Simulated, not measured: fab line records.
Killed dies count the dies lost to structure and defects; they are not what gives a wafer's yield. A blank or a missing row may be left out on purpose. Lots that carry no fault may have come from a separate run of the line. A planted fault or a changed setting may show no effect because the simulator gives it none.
Which of the tools did it? + flow nand_harc + Sampling: 12 lots, 36 wafers, 5 of 1302 route steps

## WHAT THE GAUGES SHOWED, per wafer
NHARC_END_SORT_01. Usual: for defect_limited_yield, 91 % with a standard deviation of 3.2; for killed_at_array, 58 with a standard deviation of 22; for killed_at_other, 1.0 with a standard deviation of 1.3; for killed_at_periphery, 5 with a standard deviation of 3.4; for killed_dies, 64 with a standard deviation of 22; for killed_open, 3.6 with a standard deviation of 1.8; for killed_short, 2.4 with a standard deviation of 1.7.
| lot  | measured     | on        | defect_limited_yield (%) | killed_at_array | killed_at_other | killed_at_periphery | killed_dies | killed_open | killed_short | flag |
|------|--------------|-----------|--------------------------|-----------------|-----------------|---------------------|-------------|-------------|--------------|------|
| L991 | day 25 17:38 | prober-01 | 93 94 94                 | 36 28 27        | 4 2 5           | 9 13 9              | 49 43 41    | 5 2 2       | 3 2 3        |      |
| L993 | day 26 22:16 | prober-02 | 92 93 89                 | 40 41 64        | 2 0 1           | 12 5 9              | 54 46 74    | 1 5 6       | 3 1 4        |      |
| L996 | day 28 00:34 | prober-02 | 0 92 91                  | 52 49 60        | 4 2 2           | 621 5 2             | 677 56 64   | 2 1 2       | 0 2 0        | OFF  |
| L104 | day 31 03:25 | prober-02 | 88 87 90                 | 66 80 64        | 1 0 0           | 11 8 6              | 78 88 70    | 3 8 3       | 1 0 3        |      |
| L106 | day 32 06:04 | prober-02 | 87 88 89                 | 87 71 67        | 0 1 1           | 3 8 9               | 90 80 77    | 5 4 4       | 1 0 4        |      |
| L107 | day 33 04:06 | prober-01 | 86 88 89                 | 88 78 66        | 3 0 0           | 2 0 7               | 93 78 73    | 6 1 7       | 6 5 3        |      |
| L108 | day 33 03:52 | prober-02 | 96 96 95                 | 26 27 28        | 1 0 1           | 3 3 3               | 30 30 32    | 4 2 4       | 6 4 3        |      |
| L110 | day 33 21:13 | prober-02 | 91 93 91                 | 55 44 55        | 0 0 1           | 3 3 3               | 58 47 59    | 2 3 4       | 3 0 2        |      |

## EACH LOT AND THE TOOL THAT RAN IT (in order: tool; ch and the chambers of the sampled wafers; start)
| lot  | NHARC_P_M1_PVD_21            | NHARC_THIN_TSV_ETCH_44             | NHARC_THIN_TSV_ETCH_15           | NHARC_THIN_TSV_STRIP_56              |
|------|------------------------------|------------------------------------|----------------------------------|--------------------------------------|
| L987 | pvd_sputter-02, day 6 13:16  | rie_diel-04 ch 0,2, day 24 01:57   | rie_si-06 ch 0,1,3, day 24 02:29 | plasma_asher-02 ch 0,1, day 24 08:14 |
| L989 | pvd_sputter-03, day 7 02:34  | rie_diel-04 ch 0,2, day 24 14:23   | rie_si-05 ch 1,2, day 24 14:59   | plasma_asher-01 ch 0,1, day 24 21:05 |
| L990 | pvd_sputter-03, day 7 16:10  | rie_diel-12 ch 0,1,3, day 25 03:29 | rie_si-01 ch 0,1,3, day 25 04:03 | plasma_asher-02 ch 0,1, day 25 09:55 |
| L991 | pvd_sputter-01, day 8 01:23  | rie_diel-06 ch 1,3, day 25 02:18   | rie_si-05 ch 1,2,3, day 25 02:52 | plasma_asher-01 ch 0,1, day 25 09:14 |
| L993 | pvd_sputter-03, day 9 00:38  | rie_diel-06 ch 0,1,3, day 26 05:53 | rie_si-01 ch 0,2, day 26 06:28   | plasma_asher-01 ch 0,1, day 26 12:10 |
| L994 | pvd_sputter-01, day 9 09:26  | rie_diel-04 ch 0,1,2, day 26 20:10 | rie_si-06 ch 0,3, day 26 20:37   | plasma_asher-02 ch 1, day 27 02:20   |
| L996 | pvd_sputter-01, day 10 00:03 | rie_diel-04 ch 1,3, day 27 05:31   | rie_si-06 ch 2, day 27 05:56     | plasma_asher-01 ch 1, day 27 11:56   |
| L104 | pvd_sputter-01, day 13 13:37 | rie_diel-06 ch 1,2,3, day 30 13:00 | rie_si-06 ch 0,3, day 30 13:28   | plasma_asher-01 ch 0,1, day 30 19:04 |
| L106 | pvd_sputter-02, day 14 07:17 | rie_diel-06 ch 0,3, day 31 16:15   | rie_si-01 ch 0,1,2, day 31 16:47 | plasma_asher-01 ch 0,1, day 31 22:24 |
| L107 | pvd_sputter-02, day 14 22:55 | rie_diel-12 ch 0,1,3, day 32 12:51 | rie_si-05 ch 0,1,3, day 32 13:16 | plasma_asher-01 ch 0,1, day 32 18:59 |
| L108 | pvd_sputter-01, day 14 23:02 | rie_diel-04 ch 0,2,3, day 32 13:54 | rie_si-01 ch 0,1,2, day 32 14:28 | plasma_asher-01 ch 0,1, day 32 20:25 |
| L110 | pvd_sputter-01, day 15 17:16 | rie_diel-04 ch 0,1,3, day 33 04:31 | rie_si-06 ch 0,1,2, day 33 05:13 | plasma_asher-01 ch 0,1, day 33 11:11 |
- NHARC_P_M1_PVD_21: deposits Cu, target thk 30 nm, time 20.49 s.
- NHARC_THIN_TSV_ETCH_44: etches the open film in CF4/O2, target depth 1594.2 nm, time 797.1 s.
- NHARC_THIN_TSV_ETCH_15: target depth 3000 nm, bosch target overetch cycles 2, bosch etch step 2.8 s.
- NHARC_THIN_TSV_STRIP_56: strips in O2.

## WHAT THE TOOLS THEMSELVES READ (means of the sampled wafers that have a number; where no wafer has one, the mark that the record gives instead)
NHARC_P_M1_PVD_21. Usual: throttle_valve_pct at 29.4 %, with a standard deviation of 1.
| lot  | tool           | throttle_valve_pct (%) | flag |
|------|----------------|------------------------|------|
| L987 | pvd_sputter-02 | 28.5                   |      |
| L989 | pvd_sputter-03 | 29.7                   |      |
| L990 | pvd_sputter-03 | 29.7                   |      |
| L991 | pvd_sputter-01 | 28.0                   |      |
| L993 | pvd_sputter-03 | 30.1                   |      |
| L994 | pvd_sputter-01 | 28.7                   |      |
| L996 | pvd_sputter-01 | 29.1                   |      |
| L104 | pvd_sputter-01 | 28.7                   |      |
| L106 | pvd_sputter-02 | 29.4                   |      |
| L107 | pvd_sputter-02 | 29.4                   |      |
| L108 | pvd_sputter-01 | 29.6                   |      |
| L110 | pvd_sputter-01 | 29.8                   |      |

NHARC_THIN_TSV_ETCH_44. Usual: drypump_motor_current_A 5.7 A, standard deviation 0.55; oes_product_au 0.998 a.u., standard deviation 0.013; rf_vpp_V 793 V, standard deviation 4.7; showerhead_plenum_p_Torr 1.80 Torr, standard deviation 0.074; throttle_valve_pct 16.913 %, standard deviation 0.0094.
| lot  | tool        | drypump_motor_current_A (A) | oes_product_au (a.u.) | rf_vpp_V (V) | showerhead_plenum_p_Torr (Torr) | throttle_valve_pct (%) | flag |
|------|-------------|-----------------------------|-----------------------|--------------|---------------------------------|------------------------|------|
| L987 | rie_diel-04 | 5.6                         | 1.000                 | 789          | 1.76                            | 16.915                 |      |
| L989 | rie_diel-04 | 5.6                         | 0.993                 | 790          | 1.76                            | 16.915                 |      |
| L990 | rie_diel-12 | 5.6                         | 0.996                 | 794          | 1.83                            | 16.914                 |      |
| L991 | rie_diel-06 | 5.9                         | 0.990                 | 790          | 1.77                            | 16.905                 |      |
| L993 | rie_diel-06 | 6.2                         | 0.985                 | 791          | 1.77                            | 16.912                 |      |
| L994 | rie_diel-04 | 5.5                         | 0.998                 | 794          | 1.83                            | 16.910                 |      |
| L996 | rie_diel-04 | 5.9                         | 1.008                 | 796          | 1.84                            | 16.907                 |      |
| L104 | rie_diel-06 | 6.3                         | 0.990                 | 791          | 1.78                            | 16.918                 |      |
| L106 | rie_diel-06 | 6.5                         | 1.002                 | 792          | 1.80                            | 16.921                 |      |
| L107 | rie_diel-12 | 5.6                         | 1.001                 | 794          | 1.83                            | 16.902                 |      |
| L108 | rie_diel-04 | 5.7                         | 0.996                 | 789          | 1.75                            | 16.911                 |      |
| L110 | rie_diel-04 | 5.6                         | 0.988                 | 793          | 1.82                            | 16.917                 |      |

NHARC_THIN_TSV_ETCH_15. Usual: drypump_motor_current_A at 5.8 A, with a standard deviation of 0.41.
| lot  | tool      | drypump_motor_current_A (A) | flag |
|------|-----------|-----------------------------|------|
| L987 | rie_si-06 | 5.8                         |      |
| L989 | rie_si-05 | 6.4                         |      |
| L990 | rie_si-01 | 5.4                         |      |
| L991 | rie_si-05 | 5.9                         |      |
| L993 | rie_si-01 | 5.6                         |      |
| L994 | rie_si-06 | 5.8                         |      |
| L996 | rie_si-06 | 6.5                         |      |
| L104 | rie_si-06 | 5.8                         |      |
| L106 | rie_si-01 | 5.5                         |      |
| L107 | rie_si-05 | 5.8                         |      |
| L108 | rie_si-01 | 5.5                         |      |
| L110 | rie_si-06 | 6.0                         |      |

NHARC_THIN_TSV_STRIP_56. Usual: drypump_motor_current_A 5.5 A, standard deviation 0.67; heater_power_w 314 W, standard deviation 34; rf_refl_power_W 22 W, standard deviation 9.7.
| lot  | tool            | drypump_motor_current_A (A) | heater_power_w (W) | rf_refl_power_W (W) | flag |
|------|-----------------|-----------------------------|--------------------|---------------------|------|
| L987 | plasma_asher-02 | 6.4                         | 287                | 12                  |      |
| L989 | plasma_asher-01 | 4.9                         | 335                | -                   | OFF  |
| L990 | plasma_asher-02 | 6.3                         | 293                | -                   | OFF  |
| L991 | plasma_asher-01 | 5.1                         | 317                | 29                  |      |
| L993 | plasma_asher-01 | 5.1                         | 309                | 29                  |      |
| L994 | plasma_asher-02 | 6.4                         | 286                | 12                  |      |
| L996 | plasma_asher-01 | 4.7                         | 354                | 18                  |      |
| L104 | plasma_asher-01 | 4.9                         | 334                | 25                  |      |
| L106 | plasma_asher-01 | 5.1                         | 309                | 30                  |      |
| L107 | plasma_asher-01 | 5.1                         | 308                | 29                  |      |
| L108 | plasma_asher-01 | 5.1                         | 311                | -                   | OFF  |
| L110 | plasma_asher-01 | 4.9                         | 336                | 25                  |      |

## THE ANSWER, worked out from the rows above alone
Rule: take the mean of a lot's wafers that have a number; if it is more than 3 standard deviations from the usual mean, the lot is off. A lot without any number at a reading at which 4 lots or more have one is off too. All remaining lots with rows at the step are treated as sound. The gauges are gone through in route order, then the tools' own readings, and for those a lot's mean is taken as printed above. The first step at which some lot is off is used, and at that step the reading that is off furthest; a lot without a number counts as furthest.
Off at NHARC_END_SORT_01 (killed_at_periphery): L996. Neither off nor sound, because the step has no rows for them: L987, L989, L990, L994.
If a tool, at a process step before that reading, ran all the lots that are off and no sound lot after the first of them, it fits. Gauges at NHARC_END_SORT_01: tried the same way as those tools. None of those tried fits.

## WHAT THE SIMULATOR PUT IN
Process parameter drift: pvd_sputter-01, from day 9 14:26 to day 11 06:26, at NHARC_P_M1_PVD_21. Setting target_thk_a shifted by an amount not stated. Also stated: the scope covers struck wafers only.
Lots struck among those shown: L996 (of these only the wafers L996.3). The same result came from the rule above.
